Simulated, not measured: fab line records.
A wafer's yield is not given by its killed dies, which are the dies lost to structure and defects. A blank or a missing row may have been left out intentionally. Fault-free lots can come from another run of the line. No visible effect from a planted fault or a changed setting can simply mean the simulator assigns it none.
Which of the tools did it?	flow nandHarc	6 lots, 18 wafers sampled, at 4 steps of a route of 1159

== WHAT THE GAUGES READ, wafer by wafer ==
NHARC_P_M2_CD_MEAS_09: the cd target is 170 nm.
lot	measured	on	cdNm (nm)
L486	day 6 17:37	cdSem-03	171.0 169.9 171.0
L490	day 7 16:42	cdSem-01	170.9 170.3 170.1
L492	day 8 06:31	cdSem-03	169.3 169.7 169.7
L496	day 9 09:53	cdSem-01	177.9 176.9 177.9
L503	day 11 02:06	cdSem-02	171.1 170.5 171.3
L506	day 11 21:50	cdSem-03	170.1 171.0 171.0

== WHAT TOOL EACH LOT RAN ON (gives the tool, then ch and the chambers of the sampled wafers, and finally the start) ==
lot	NHARC_P_M1_STRIP_18	NHARC_P_M1_PVD_20	NHARC_P_M2_PEB_07
L486	rieDiel-08 ch 0,2,3, day 6 14:00	pvdSputter-02, day 6 17:32 or earlier	lithoTrack-06 ch 0, day 6 17:32
L490	rieDiel-04 ch 1,2,3, day 7 13:10	pvdSputter-01, day 7 16:37 or earlier	lithoTrack-06 ch 0, day 7 16:37
L492	rieDiel-10 ch 0,1,2, day 8 03:04	pvdSputter-01, day 8 06:26 or earlier	lithoTrack-01 ch 0, day 8 06:26
L496	rieDiel-04 ch 0,2,3, day 9 06:12	pvdSputter-03, day 9 09:49 or earlier	lithoTrack-04 ch 0, day 9 09:49
L503	rieDiel-08 ch 1,2,3, day 10 22:32	pvdSputter-02, day 11 02:01 or earlier	lithoTrack-06 ch 0, day 11 02:01
L506	rieDiel-04 ch 0,2, day 11 18:11	pvdSputter-02, day 11 21:45 or earlier	lithoTrack-06 ch 0, day 11 21:45
- NHARC_P_M1_STRIP_18: strips in N2/H2.
- NHARC_P_M1_PVD_20: deposits TaN, target thk 5 nm, time 8.06 s.
- NHARC_P_M2_PEB_07: peb time 65 s.

== THE ANSWER, worked out from the rows above alone ==
Rule: what is usual is taken from the lots themselves. Put in order of their means at a reading, lots are off if they are a third of the lots or fewer, leave a main group of 4 or more, and stand apart from it by a gap of 3 or more times the standard deviation of the main group's means; of several such gaps the widest counts. A main group whose means are all the same, to the digits that the tables above print for the reading, isn't used. A lot without any number at a reading at which 4 lots or more have one is off too. All remaining lots with rows at the step are treated as sound.
Off, at NHARC_P_M2_CD_MEAS_09 on cdNm: L496. Mean 170.5 nm and standard deviation 0.48 in the main group.
A tool fits if, at a process step before that reading, it ran every lot that is off, and no sound lot after the first of them. The gauges at NHARC_P_M2_CD_MEAS_09 are tried like those tools. NHARC_P_M1_PVD_20: start missing for some lots; hours and lot order therefore follow NHARC_P_M2_PEB_07. Can't be told from this: 3 tools fit, pvdSputter-03 at NHARC_P_M1_PVD_20, lithoTrack-04 at NHARC_P_M2_PEB_07, cdSem-01 at NHARC_P_M2_CD_MEAS_09.

== WHAT THE SIMULATOR HAD INSERTED ==
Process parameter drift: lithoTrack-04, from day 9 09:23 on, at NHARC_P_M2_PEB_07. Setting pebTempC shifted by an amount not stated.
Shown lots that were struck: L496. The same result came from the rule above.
